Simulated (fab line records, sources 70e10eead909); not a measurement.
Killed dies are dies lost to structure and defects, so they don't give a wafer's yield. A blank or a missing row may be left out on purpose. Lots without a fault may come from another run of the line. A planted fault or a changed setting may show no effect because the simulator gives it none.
Which tool did it? | flow nand_harc | 24 lots, 72 wafers sampled, at 3 steps of a route of 1159

WHAT THE GAUGES READ, wafer by wafer
NHARC_A_SGD_CUT_CD_MEAS_09: target cd 100 nm.
lot  | measured     | on        | cd_nm (nm)
L075 | day 14 02:32 | cd_sem-02 | 98.8 99.3 99.9
L076 | day 14 02:42 | cd_sem-02 | 99.7 100.5 100.8
L074 | day 14 02:53 | cd_sem-01 | 99.9 100.3 100.2
L079 | day 14 11:37 | cd_sem-03 | 99.4 99.6 99.5
L078 | day 14 11:47 | cd_sem-03 | 100.0 99.2 99.9
L077 | day 14 13:06 | cd_sem-01 | 99.2 100.4 99.6
L080 | day 15 01:37 | cd_sem-01 | 99.0 98.6 98.5
L082 | day 15 01:47 | cd_sem-01 | 99.8 99.5 100.5
L081 | day 15 14:13 | cd_sem-02 | 100.3 100.5 101.0
L084 | day 16 03:52 | cd_sem-03 | 99.3 98.8 100.0
L083 | day 16 04:01 | cd_sem-01 | 100.1 99.6 99.8
L087 | day 16 23:45 | cd_sem-03 | 100.2 98.8 99.2
L085 | day 16 23:54 | cd_sem-02 | 99.3 99.0 99.6
L088 | day 17 01:18 | cd_sem-03 | 100.2 99.0 100.0
L086 | day 17 03:14 | cd_sem-02 | 100.5 99.8 100.1
L089 | day 17 13:25 | cd_sem-01 | 99.9 99.4 99.7
L091 | day 17 16:41 | cd_sem-01 | 100.5 100.3 99.6
L090 | day 17 16:56 | cd_sem-02 | 101.0 100.8 100.7
L094 | day 18 05:41 | cd_sem-01 | 100.4 101.4 100.4
L093 | day 18 05:58 | cd_sem-01 | 98.5 98.5 99.5
L092 | day 18 19:49 | cd_sem-01 | 100.0 101.2 100.6
L095 | day 19 09:49 | cd_sem-03 | 99.0 100.4 100.8
L096 | day 19 20:07 | cd_sem-02 | 99.8 99.8 100.6
L097 | day 19 20:39 | cd_sem-02 | 100.3 99.1 100.7

NHARC_A_SGD_CUT_INSPECT_25.
lot  | measured     | on                | raw_defect_count
L075 | day 14 09:08 | defect_inspect-02 | 264 304 336
L076 | day 14 09:10 | defect_inspect-01 | 206 242 347
L074 | day 14 09:07 | defect_inspect-01 | 217 243 269
L079 | day 14 18:05 | defect_inspect-02 | 335 215 281
L078 | day 14 18:01 | defect_inspect-02 | 382 443 336
L077 | day 14 18:09 | defect_inspect-02 | 316 258 220
L080 | day 15 08:02 | defect_inspect-01 | 195 189 219
L082 | day 15 08:03 | defect_inspect-02 | 293 468 306
L081 | day 15 20:47 | defect_inspect-01 | 420 445 475
L084 | day 16 11:58 | defect_inspect-01 | 187 228 183
L083 | day 16 11:57 | defect_inspect-02 | 268 344 356
L087 | day 17 06:19 | defect_inspect-01 | 282 397 293
L085 | day 17 06:21 | defect_inspect-01 | 359 311 298
L088 | day 17 06:24 | defect_inspect-02 | 259 390 297
L086 | day 17 11:19 | defect_inspect-01 | 180 220 183
L089 | day 17 20:06 | defect_inspect-02 | 286 262 239
L091 | day 18 02:04 | defect_inspect-01 | 185 250 181
L090 | day 18 01:56 | defect_inspect-02 | 273 374 339
L094 | day 18 12:18 | defect_inspect-01 | 302 317 266
L093 | day 18 12:17 | defect_inspect-02 | 312 283 252
L092 | day 19 03:37 | defect_inspect-02 | 359 308 322
L095 | day 19 16:23 | defect_inspect-01 | 430 338 334
L096 | day 20 02:29 | defect_inspect-01 | 251 246 285
L097 | day 20 02:37 | defect_inspect-01 | 350 349 327

WHICH TOOL RAN EACH LOT (tool, then ch and the chambers of the sampled wafers, then the start)
lot  | NHARC_A_STAIRCASE_CMP_152
L075 | cmp-02 ch 0,1,3, day 14 00:02
L076 | cmp-03 ch 0,2,3, day 14 00:19
L074 | cmp-02 ch 2,3, day 14 00:21
L079 | cmp-01 ch 0,1,2, day 14 09:03
L078 | cmp-03 ch 1,2,3, day 14 09:11
L077 | cmp-02 ch 0,2,3, day 14 10:32
L080 | cmp-02 ch 1,2,3, day 14 22:55
L082 | cmp-03 ch 0,1,3, day 14 23:07
L081 | cmp-02 ch 0,3, day 15 11:50
L084 | cmp-02 ch 0,2,3, day 16 00:52
L083 | cmp-01 ch 1,2,3, day 16 00:57
L087 | cmp-01 ch 0,1,2, day 16 21:00
L085 | cmp-03 ch 0,1,2, day 16 21:05
L088 | cmp-03 ch 0,1,3, day 16 22:44
L086 | cmp-01 ch 1,3, day 17 00:31
L089 | cmp-01 ch 1,2,3, day 17 10:27
L091 | cmp-02 ch 0,1,2, day 17 14:10
L090 | cmp-03 ch 0,1,3, day 17 14:20
L094 | cmp-01 ch 0,1,2, day 18 03:07
L093 | cmp-03 ch 1,2, day 18 03:30
L092 | cmp-03 ch 1,2,3, day 18 17:13
L095 | cmp-02 ch 0,2,3, day 19 07:17
L096 | cmp-03 ch 1,2,3, day 19 17:40
L097 | cmp-02 ch 1,2, day 19 18:05
- NHARC_A_STAIRCASE_CMP_152: polishes.

WHAT THE TOOLS THEMSELVES READ (means of the sampled wafers that have a number; where no wafer has one, the mark that the record gives instead)
NHARC_A_STAIRCASE_CMP_152.
lot  | tool   | motor_current_A (A) | retaining_ring_pressure_frac
L075 | cmp-02 | 12.3                | 0.996
L076 | cmp-03 | 13.2                | 0.998
L074 | cmp-02 | 12.5                | 1.005
L079 | cmp-01 | 12.5                | 1.003
L078 | cmp-03 | 12.3                | 1.002
L077 | cmp-02 | 13.0                | 0.997
L080 | cmp-02 | 12.0                | 0.999
L082 | cmp-03 | 11.8                | 1.003
L081 | cmp-02 | 12.8                | 1.001
L084 | cmp-02 | 12.7                | 1.003
L083 | cmp-01 | 12.2                | 0.999
L087 | cmp-01 | 12.8                | 1.001
L085 | cmp-03 | 12.8                | 1.003
L088 | cmp-03 | 11.8                | 1.000
L086 | cmp-01 | 12.7                | 1.000
L089 | cmp-01 | 12.4                | 1.003
L091 | cmp-02 | 11.9                | 0.996
L090 | cmp-03 | 11.6                | 0.999
L094 | cmp-01 | 12.2                | 1.003
L093 | cmp-03 | 13.4                | 0.998
L092 | cmp-03 | 11.9                | 1.005
L095 | cmp-02 | 12.5                | 0.999
L096 | cmp-03 | 12.0                | 1.004
L097 | cmp-02 | 12.3                | 1.004

THE ANSWER, worked out from the rows above alone
Rule: what is usual is taken from the lots themselves. Put in order of their means at a reading, lots are off if they are a third of the lots or fewer, leave a main group of 4 or more, and stand apart from it by a gap of 3 or more times the standard deviation of the main group's means; of several such gaps the widest counts. A main group whose means are all the same, to the digits that the tables above print for the reading, isn't used. A lot without any number at a reading at which 4 lots or more have one is off too. The other lots that the step has rows for count as sound. The gauges are gone through in route order, then the tools' own readings, and for those a lot's mean is taken as printed above. The first step at which some lot is off is used, and at that step the reading that is off furthest; a lot without a number counts as furthest.
No lot is off at any reading shown: from this, nothing can be told.

WHAT THE SIMULATOR HAD PUT IN
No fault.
